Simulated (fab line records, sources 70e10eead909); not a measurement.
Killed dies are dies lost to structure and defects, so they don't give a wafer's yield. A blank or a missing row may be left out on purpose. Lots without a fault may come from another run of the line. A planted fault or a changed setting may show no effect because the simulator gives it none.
fab line records | flow nand_harc
record lots=11 wafers=33 last_day=24
route steps=1159 shown A_CHANNEL_HOLE_D1@472 END@1159
lots that met no fault: from a run of the same line without faults
start_h: hours from the record's first day to the start of the lot's first wafer shown | wait_h: hours since the lot's step before | " the same as in the row above | L1.1+2: a row that stands for several wafers | - no value, or no start given | * or withheld: withheld | < > ~ a bound
route shown NAME@n: a module of which the file shows steps, and the number in the route of the first | usual: mean/standard deviation of fault-free wafers | same: alike in all rows | chamber/n: place in a boat | sites: the reading at each site | _std_site: their standard deviation | _edge_site: outer sites' mean less inner sites' | radius_mm: how far each site lies from the wafer's centre | mask NAME#n: copy n | behind: the tool/chamber that last shaped the wafer | hold: why the lot was held/for how many hours/how that ended | device: the transistor (n, p or np) that didn't switch | end of line: the same wafers' tests at the end of the route | a step without rows: its recipe alone | killed: dies lost to structure and defects at the first sort, not the wafer's yield | map: a wafer's dies, x killed, . not, _ none there
set.NAME: the setting as run; set.NAME@STEP: as run at that earlier step | model.NAME: the simulator's own value behind a step, which no gauge read
steps of the route over a sample of lots; a table a step, a row a wafer
services: from which hour (start_h, from the record's first day; less than 0 if before it) a tool's chamber was out of use, for how many hours, and why
## steps
# step NHARC_A_CHANNEL_HOLE_D1_ETCH_20
# recipe bias_v=3000 source_w=withheld pressure_mtorr=20 time_s=361.9 ar_flow_sccm=375 c4f8_flow_sccm=89.3 o2_flow_sccm=35.7 temp_c=-20 target_depth_a=16000 chemistry=C4F8/O2/Ar
# usual drypump_motor_current_A=5.62/0.28 esc_clamp_current_uA=0.02066/0.00019 he_backside_leak_sccm=5.55/0.22 showerhead_plenum_p_Torr=3.67/0.12 throttle_valve_pct=32.155/0.0096
# columns lot.wafer tool chamber start_h wait_h drypump_motor_current_A esc_clamp_current_uA he_backside_leak_sccm rf_hours_counter_h showerhead_plenum_p_Torr throttle_valve_pct
L452.1 har_etch-01 1 193.96 0.1 6.05 0.02043 5.23 193 3.62 32.159
L452.6 " 1 " " 6.05 0.02041 5.50 - 3.62 32.149
L452.5 " 0 " " 5.25 0.02052 5.32 - 3.82 32.149
L451.3 har_etch-01 1 198.23 0.2 6.07 0.02041 5.10 - 3.62 32.136
L451.4 " 0 " " 5.21 0.02047 5.29 - 3.82 32.159
L451.6 " 1 " " 6.07 0.02045 5.19 - 3.62 32.151
L454.1 har_etch-01 0 202.29 0.1 5.24 0.02042 5.43 201 3.82 32.162
L454.2 " 1 " " 6.07 0.02039 5.15 201 3.62 32.148
L454.4 " 0 " " 5.24 0.02048 5.68 - 3.82 32.163
L457.1 har_etch-01 0 209.60 0.1 5.24 0.02046 5.33 205 3.82 32.156
L457.2 " 1 " " 6.04 0.02047 5.18 205 3.61 32.141
L457.6 " 1 " " 6.05 0.02044 5.45 - 3.61 32.149
L456.1 har_etch-02 0 210.45 0.1 5.63 0.02081 5.73 119 3.52 32.172
L456.3 " 0 " " 5.58 0.02092 5.42 - 3.52 32.155
L456.6 " 1 " " 5.62 0.02071 5.44 - 3.77 32.128
L460.2 har_etch-01 0 241.25 0.1 5.27 0.0204 5.37 214 3.81 32.154
L460.1 " 1 " " 6.02 0.02043 5.47 214 3.61 32.160
L460.5 " 1 " " 6.04 0.02045 5.14 - 3.61 32.160
L459.1 har_etch-02 1 244.86 0.1 5.62 0.02079 5.62 132 3.76 32.165
L459.3 " 1 " " 5.62 0.02075 5.44 - 3.76 32.163
L459.6 " 0 " " 5.60 0.02096 5.72 - 3.52 32.155
L462.1 har_etch-01 0 250.35 0.1 5.26 0.02049 5.56 220 3.81 32.148
L462.5 " 1 " " 6.09 0.02041 5.89 - 3.61 32.151
L462.6 " 0 " " 5.23 0.02051 5.83 - 3.81 32.152
L465.1 har_etch-01 1 268.14 0.1 6.04 0.02048 5.53 229 3.60 32.153
L465.6 " 0 " " 5.26 0.02046 5.74 - 3.80 32.162
L465.5 " 1 " " 6.05 0.02049 5.55 - 3.60 32.160
L466.4 har_etch-01 1 278.07 0.2 6.08 0.02046 5.34 - 3.60 32.157
L466.5 " 0 " " 5.25 0.02052 5.35 - 3.80 32.165
L466.6 " 1 " " 6.08 0.02048 5.49 - 3.60 32.146
L473.2 har_etch-02 0 316.99 0.1 5.62 0.0209 5.86 170 3.50 32.163
L473.1 " 1 " " 5.60 0.02071 5.81 170 3.74 32.161
L473.4 " 1 " " 5.61 0.02074 5.66 - 3.74 32.160
# step NHARC_A_CHANNEL_HOLE_D1_ETCH_23
# recipe bias_v=5000 source_w=withheld pressure_mtorr=20 time_s=819 ar_flow_sccm=375 c4f8_flow_sccm=89.3 o2_flow_sccm=35.7 temp_c=-20 target_depth_a=16000 chemistry=C4F8/O2/Ar
# usual drypump_motor_current_A=5.62/0.28 esc_clamp_current_uA=0.02066/0.00019 he_backside_leak_sccm=5.58/0.22 showerhead_plenum_p_Torr=3.67/0.12 throttle_valve_pct=32.155/0.0085
# columns lot.wafer tool chamber start_h wait_h drypump_motor_current_A esc_clamp_current_uA he_backside_leak_sccm rf_hours_counter_h showerhead_plenum_p_Torr throttle_valve_pct
L452.1 har_etch-01 1 195.29 0.5 6.06 0.0204 5.39 194 3.62 32.151
L452.6 " 1 " " 6.06 0.02042 5.42 - 3.62 32.145
L452.5 " 0 " " 5.26 0.02051 4.90 - 3.82 32.152
L451.3 har_etch-01 1 199.69 0.5 6.09 0.02045 5.49 - 3.62 32.160
L451.4 " 0 " " 5.26 0.02048 5.29 - 3.82 32.163
L451.6 " 1 " " 6.07 0.02046 5.45 - 3.62 32.138
L454.1 har_etch-01 0 203.62 0.5 5.25 0.0205 5.35 202 3.82 32.162
L454.2 " 1 " " 6.08 0.02043 5.76 202 3.62 32.175
L454.4 " 0 " " 5.25 0.02044 5.28 - 3.82 32.147
L457.1 har_etch-01 0 210.92 0.5 5.22 0.0204 5.50 206 3.82 32.157
L457.2 " 1 " " 6.08 0.02044 5.56 206 3.61 32.160
L457.6 " 1 " " 6.04 0.02046 5.33 - 3.61 32.163
L456.1 har_etch-02 0 211.78 0.5 5.59 0.02088 5.53 121 3.52 32.136
L456.3 " 0 " " 5.58 0.02094 5.68 - 3.52 32.166
L456.6 " 1 " " 5.59 0.02067 5.63 - 3.77 32.162
L460.2 har_etch-01 0 242.58 0.5 5.25 0.02052 5.69 216 3.81 32.151
L460.1 " 1 " " 6.05 0.02045 5.47 216 3.61 32.148
L460.5 " 1 " " 6.06 0.02047 5.68 - 3.61 32.164
L459.1 har_etch-02 1 246.25 0.5 5.58 0.02073 5.64 133 3.76 32.162
L459.3 " 1 " " 5.63 0.02078 5.65 - 3.76 32.141
L459.6 " 0 " " 5.61 0.02086 5.28 - 3.51 32.157
L462.1 har_etch-01 0 251.74 0.5 5.25 0.02048 5.62 221 3.81 32.143
L462.5 " 1 " " 6.06 0.0205 5.55 - 3.60 32.145
L462.6 " 0 " " 5.23 0.02044 5.40 - 3.81 32.155
L465.1 har_etch-01 1 269.52 0.5 6.08 0.02043 5.74 231 3.60 32.149
L465.6 " 0 " " 5.26 0.02048 5.69 - 3.80 32.150
L465.5 " 1 " " 6.05 0.02048 5.65 - 3.60 32.149
L466.4 har_etch-01 1 279.60 0.5 6.06 0.02046 5.00 - 3.60 32.165
L466.5 " 0 " " 5.22 0.02052 5.59 - 3.80 32.143
L466.6 " 1 " " 6.06 0.02047 5.50 - 3.60 32.162
L473.2 har_etch-02 0 318.30 0.5 5.62 0.02099 6.04 171 3.49 32.152
L473.1 " 1 " " 5.59 0.02074 5.63 171 3.74 32.159
L473.4 " 1 " " 5.57 0.02081 5.81 - 3.74 32.168
# step NHARC_A_CHANNEL_HOLE_D1_ETCH_25
# recipe bias_v=5000 source_w=withheld pressure_mtorr=20 time_s=1040.2 ar_flow_sccm=375 c4f8_flow_sccm=93.8 o2_flow_sccm=31.2 temp_c=-20 target_depth_a=15000 chemistry=C4F8/O2/Ar
# usual drypump_motor_current_A=5.62/0.27 esc_clamp_current_uA=0.02066/0.00019 he_backside_leak_sccm=5.6/0.49 showerhead_plenum_p_Torr=3.66/0.12 throttle_valve_pct=32.235/0.009
# columns lot.wafer tool chamber start_h wait_h drypump_motor_current_A esc_clamp_current_uA he_backside_leak_sccm rf_hours_counter_h showerhead_plenum_p_Torr throttle_valve_pct
L452.1 har_etch-01 1 196.75 0.6 6.06 0.02052 5.4 196 3.61 32.239
L452.6 " 1 " " 6.05 0.02044 5.5 - 3.61 32.241
L452.5 " 0 " " 5.25 0.02048 5.6 - 3.82 32.237
L451.3 har_etch-01 1 201.20 0.7 6.04 0.02044 5.4 - 3.61 32.239
L451.4 " 0 " " 5.22 0.02052 5.5 - 3.82 32.232
L451.6 " 1 " " 6.06 0.02043 5.4 - 3.61 32.256
L454.1 har_etch-01 0 205.09 0.6 5.26 0.02051 5.2 203 3.81 32.227
L454.2 " 1 " " 6.07 0.02048 5.4 203 3.61 32.243
L454.4 " 0 " " 5.29 0.0205 5.7 - 3.81 32.231
L457.1 har_etch-01 0 212.39 0.6 5.25 0.02046 5.9 207 3.81 32.213
L457.2 " 1 " " 6.05 0.02044 5.5 207 3.61 32.222
L457.6 " 1 " " 6.04 0.02045 5.7 - 3.61 32.214
L456.1 har_etch-02 0 213.24 0.6 5.58 0.02081 5.8 122 3.52 32.232
L456.3 " 0 " " 5.60 0.02085 5.4 - 3.52 32.233
L456.6 " 1 " " 5.62 0.02075 5.7 - 3.76 32.236
L460.2 har_etch-01 0 244.04 0.6 5.22 0.02042 5.8 217 3.80 32.249
L460.1 " 1 " " 6.06 0.02044 5.5 217 3.60 32.230
L460.5 " 1 " " 6.02 0.02045 5.6 - 3.60 32.233
L459.1 har_etch-02 1 247.74 0.7 5.62 0.02072 5.3 135 3.75 32.222
L459.3 " 1 " " 5.59 0.02075 5.2 - 3.75 32.199
L459.6 " 0 " " 5.62 0.02082 5.6 - 3.51 32.245
L462.1 har_etch-01 0 253.23 0.7 5.24 0.02048 5.5 223 3.80 32.233
L462.5 " 1 " " 6.04 0.02043 5.3 - 3.60 32.239
L462.6 " 0 " " 5.23 0.02049 5.6 - 3.80 32.235
L465.1 har_etch-01 1 271.02 0.7 6.04 0.02053 5.9 232 3.59 32.238
L465.6 " 0 " " 5.27 0.02047 5.4 - 3.80 32.235
L465.5 " 1 " " 6.07 0.02048 5.6 - 3.59 32.238
L466.4 har_etch-01 1 281.14 0.7 6.09 0.02043 5.4 - 3.59 32.235
L466.5 " 0 " " 5.24 0.02044 5.7 - 3.79 32.226
L466.6 " 1 " " 6.06 0.02046 5.3 - 3.59 32.230
L473.2 har_etch-02 0 319.75 0.6 5.60 0.02089 5.7 172 3.49 32.246
L473.1 " 1 " " 5.56 0.02082 10.1 172 3.73 32.232
L473.4 " 1 " " 5.60 0.02074 5.9 - 3.73 32.235
# step NHARC_A_CHANNEL_HOLE_D1_XSEM_31
# recipe landing_energy_ev=35000
# usual bot_cd_nm=74.0/1.3 bow_nm=8.55/0.22 tilt_deg=0.09/0.05
# columns lot.wafer tool chamber start_h wait_h bot_cd_nm bow_nm tilt_deg
L452.1 xsem-01 0 199.51 0.1 71.7 8.46 0.11
L452.5 " 0 " " 72.2 8.45 0.10
L452.6 " 0 " " 72.3 8.43 0.11
L451.3 xsem-01 0 203.62 0.1 71.8 8.39 0.05
L451.4 " 0 " " 73.2 8.37 0.05
L451.6 " 0 " " 71.5 8.38 0.05
L454.1 xsem-01 0 207.80 0.1 74.6 8.47 0.22
L454.2 " 0 " " 74.9 8.47 0.22
L454.4 " 0 " " 72.4 8.46 0.22
L457.1 xsem-01 0 215.09 0.1 74.4 8.64 0.04
L457.2 " 0 " " 73.5 8.66 0.04
L457.6 " 0 " " 73.1 8.68 0.04
L456.1 xsem-02 0 216.12 0.1 74.9 8.47 0.17
L456.3 " 0 " " 74.7 8.55 0.18
L456.6 " 0 " " 73.7 8.47 0.18
L460.1 xsem-02 0 246.74 0.1 74.7 8.59 0.07
L460.2 " 0 " " 75.4 8.61 0.07
L460.5 " 0 " " 74.6 8.53 0.07
L459.1 xsem-01 0 250.93 0.1 74.3 8.82 0.14
L459.3 " 0 " " 75.0 8.81 0.14
L459.6 " 0 " " 76.5 8.83 0.14
L462.1 xsem-02 0 255.79 0.1 72.3 8.79 0.02
L462.5 " 0 " " 74.3 8.86 0.02
L462.6 " 0 " " 72.3 8.78 0.02
L465.1 xsem-02 0 273.64 0.1 73.7 8.79 0.07
L465.5 " 0 " " 74.3 8.81 0.07
L465.6 " 0 " " 74.8 8.77 0.07
L466.4 xsem-01 0 283.43 0.1 72.7 8.85 0.15
L466.5 " 0 " " 72.3 8.80 0.15
L466.6 " 0 " " 74.4 8.82 0.15
L473.1 xsem-01 0 322.46 0.1 73.1 8.18 0.03
L473.2 " 0 " " 73.9 8.11 0.03
L473.4 " 0 " " 75.3 8.08 0.03
# step NHARC_A_CHANNEL_HOLE_D1_INSPECT_40
# usual raw_defect_count=63/15
# columns lot.wafer tool chamber start_h wait_h raw_defect_count
L452.1 defect_inspect-01 - 199.60 - 65
L452.5 " - " " 62
L452.6 " - " " 60
L451.3 defect_inspect-01 - 203.71 - 68
L451.4 " - " " 72
L451.6 " - " " 64
L454.1 defect_inspect-01 - 207.90 - 84
L454.2 " - " " 82
L454.4 " - " " 78
L457.1 defect_inspect-02 - 215.18 - 69
L457.2 " - " " 83
L457.6 " - " " 59
L456.1 defect_inspect-02 - 216.22 - 69
L456.3 " - " " 63
L456.6 " - " " 63
L460.1 defect_inspect-01 - 246.84 - 65
L460.2 " - " " 65
L460.5 " - " " 54
L459.1 defect_inspect-02 - 251.02 - 51
L459.3 " - " " 42
L459.6 " - " " 72
L462.1 defect_inspect-02 - 255.89 - 57
L462.5 " - " " 57
L462.6 " - " " 54
L465.1 defect_inspect-02 - 273.74 - 1430
L465.5 " - " " 1339
L465.6 " - " " 1345
L466.4 defect_inspect-02 - 283.53 - 1378
L466.5 " - " " 1335
L466.6 " - " " 1361
L473.1 defect_inspect-01 - 322.56 - 59
L473.2 " - " " 85
L473.4 " - " " 68
# step NHARC_END_SORT_01
# recipe temp_c=25
# usual killed_at_array=29/10 killed_at_other=0.7/1.1 killed_at_periphery=3.2/2.2 killed_dies=33/11 killed_open=3.5/1.8 killed_short=2.0/1.4
# same gross_dies=677
# columns lot.wafer tool chamber start_h wait_h killed_at_array killed_at_other killed_at_periphery killed_dies killed_open killed_short
L460.1 prober-01 0 505.93 2.5 26 1 0 27 3 1
L460.2 prober-01 0 506.72 2.8 26 2 0 28 2 2
L460.5 prober-01 0 509.11 3.7 29 1 1 31 2 3
L462.1 prober-02 0 506.07 2.5 42 0 4 46 3 5
L462.5 prober-02 0 509.29 3.7 54 0 0 54 0 3
L462.6 prober-02 0 510.10 4.0 37 0 2 39 2 2
L459.1 prober-01 0 513.67 2.5 13 0 6 19 2 2
L466.4 prober-01 0 536.72 3.4 106 2 3 111 4 1
L466.5 prober-01 0 537.53 3.7 85 3 1 89 2 1
L466.6 prober-01 0 538.33 4.0 104 3 3 110 5 0
L465.1 prober-02 0 542.14 2.5 117 0 1 118 1 0
L465.5 prober-02 0 545.36 3.7 119 0 4 123 1 1
L465.6 prober-02 0 546.16 4.0 102 0 3 105 8 2
# killed by level:class
L460.1 A_CHANNEL_HOLE_D1:chamber_film_flake=12 A_STAIRCASE:chamber_film_flake=4 A_CONTACT:chamber_film_flake=4 A_M0:geometric_particle:open=2 A_SLIT:chamber_film_flake=2 A_CONTACT:geometric_particle:short=1 A_CONTACT:geometric_particle:open=1 THIN_TSV:chamber_film_flake=1
L462.1 A_CHANNEL_HOLE_D1:chamber_film_flake=15 A_SLIT:chamber_film_flake=13 A_CHANNEL_HOLE_D1:geometric_particle:short=3 P_M2:chamber_film_flake=3 A_STAIRCASE:chamber_film_flake=3 A_CONTACT:chamber_film_flake=3 A_ONON_D1:geometric_particle:open=2 A_ONON_D1:geometric_particle:short=1
L460.2 A_CHANNEL_HOLE_D1:chamber_film_flake=12 A_STAIRCASE:chamber_film_flake=5 A_SLIT:chamber_film_flake=3 A_CONTACT:chamber_film_flake=2 THIN_TSV:chamber_film_flake=2 A_ONON_D1:geometric_particle:short=1 A_CHANNEL_FILL_D1:geometric_particle:open=1 A_WL_FILL:geometric_particle:short=1
L460.5 A_CHANNEL_HOLE_D1:chamber_film_flake=14 A_SLIT:chamber_film_flake=5 A_STAIRCASE:chamber_film_flake=3 A_CONTACT:geometric_particle:open=2 A_CONTACT:chamber_film_flake=2 A_ONON_D1:geometric_particle:short=1 A_CHANNEL_FILL_D1:geometric_particle:short=1 A_CONTACT:geometric_particle:short=1
L462.5 A_CHANNEL_HOLE_D1:chamber_film_flake=19 A_SLIT:chamber_film_flake=16 A_STAIRCASE:chamber_film_flake=9 A_CONTACT:chamber_film_flake=4 A_WL_FILL:chamber_film_flake=3 A_CHANNEL_FILL_D1:geometric_particle:short=1 A_WL_FILL:geometric_particle:short=1 A_M0:geometric_particle:short=1
L462.6 A_CHANNEL_HOLE_D1:chamber_film_flake=13 A_SLIT:chamber_film_flake=11 A_STAIRCASE:chamber_film_flake=7 A_M0:geometric_particle:open=2 A_CONTACT:chamber_film_flake=2 P_CONTACT:geometric_particle:short=1 A_CONTACT:geometric_particle:short=1 P_M2:chamber_film_flake=1
L459.1 P_GATE:chamber_film_flake=5 A_CONTACT:chamber_film_flake=3 A_CHANNEL_HOLE_D1:chamber_film_flake=2 A_WL_FILL:chamber_film_flake=2 A_SOURCE_PLATE:geometric_particle:short=1 A_ONON_D1:geometric_particle:open=1 A_CONTACT:geometric_particle:short=1 A_CONTACT:geometric_particle:open=1
L466.4 A_CHANNEL_HOLE_D1:unspecified=99 A_SGD_CUT:chamber_film_flake=2 A_CONTACT:chamber_film_flake=2 THIN_TSV:chamber_film_flake=2 P_M0:geometric_particle:open=1 P_M1:geometric_particle:short=1 A_CHANNEL_FILL_D1:geometric_particle:open=1 A_WL_FILL:geometric_particle:open=1
L466.5 A_CHANNEL_HOLE_D1:unspecified=73 A_CHANNEL_HOLE_D1:chamber_film_flake=3 A_CONTACT:chamber_film_flake=3 THIN_TSV:chamber_film_flake=3 A_SGD_CUT:chamber_film_flake=2 P_CONTACT:geometric_particle:short=1 A_SOURCE_PLATE:geometric_particle:open=1 A_CONTACT:geometric_particle:open=1
L466.6 A_CHANNEL_HOLE_D1:unspecified=94 A_CONTACT:chamber_film_flake=3 P_CONTACT:geometric_particle:open=2 A_CONTACT:geometric_particle:open=2 A_ZERO_WELL:chamber_film_flake=2 A_CHANNEL_HOLE_D1:chamber_film_flake=2 THIN_TSV:chamber_film_flake=2 A_SOURCE_PLATE:geometric_particle:open=1
L465.1 A_CHANNEL_HOLE_D1:unspecified=98 A_SLIT:chamber_film_flake=14 A_CHANNEL_HOLE_D1:chamber_film_flake=2 A_CHANNEL_HOLE_D1:geometric_particle:open=1 P_STI:chamber_film_flake=1 A_CHANNEL_FILL_D1:chamber_film_flake=1 A_WL_FILL:chamber_film_flake=1
L465.5 A_CHANNEL_HOLE_D1:unspecified=98 A_SLIT:chamber_film_flake=16 P_STI:chamber_film_flake=2 A_CHANNEL_HOLE_D1:chamber_film_flake=2 P_STI:geometric_particle:short=1 A_WL_FILL:geometric_particle:open=1 P_ZERO_WELL:chamber_film_flake=1 A_CHANNEL_FILL_D1:chamber_film_flake=1
L465.6 A_CHANNEL_HOLE_D1:unspecified=72 A_SLIT:chamber_film_flake=16 A_CHANNEL_FILL_D1:geometric_particle:open=2 A_CHANNEL_FILL_D1:chamber_film_flake=2 A_WL_FILL:chamber_film_flake=2 P_GATE:geometric_particle:open=1 P_CONTACT:geometric_particle:open=1 A_ONON_D1:geometric_particle:open=1
## services
# columns tool chamber start_h hours kind
xsem-02 - 302.00 14.0 pm
har_etch-01 - 306.02 17.0 pm
har_etch-01 0 306.02 17.0 vent_cycle
har_etch-01 1 306.02 17.0 vent_cycle
## key
first_sign step=NHARC_A_CHANNEL_HOLE_D1_INSPECT_40 reading=raw_defect_count direction=up sigmas=89 usual=63 struck=1365
effect step=NHARC_END_SORT_01 reading=killed_at_array direction=up sigmas=7.5 usual=29 struck=106
more_kills_born_at NHARC_A_CHANNEL_HOLE_D1_ETCH_20@har_etch-01=441
met_at NHARC_A_CHANNEL_HOLE_D1_ETCH_20
struck_lots L465,L466
tester_left_out L465,L466
not_acting_at NHARC_A_CHANNEL_HOLE_D1_ETCH_23,NHARC_A_CHANNEL_HOLE_D1_ETCH_25,NHARC_A_CHANNEL_HOLE_D1_XSEM_31
onset_between 250.35 268.14
fault kind=chamber_particle_source tool=har_etch-01 chamber=- onset_h=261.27 steps=NHARC_A_CHANNEL_HOLE_D1_ETCH_20 rate_per_visit_cm2=2.023 end_h=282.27
# tester_left_out: of these lots the tester's yield and bins aren't shown, on N5 and GAA mostly nor the transistor test; their killed dies are dies lost to structure and defects alone, not to doping, threshold or leakage, so they don't give the yield
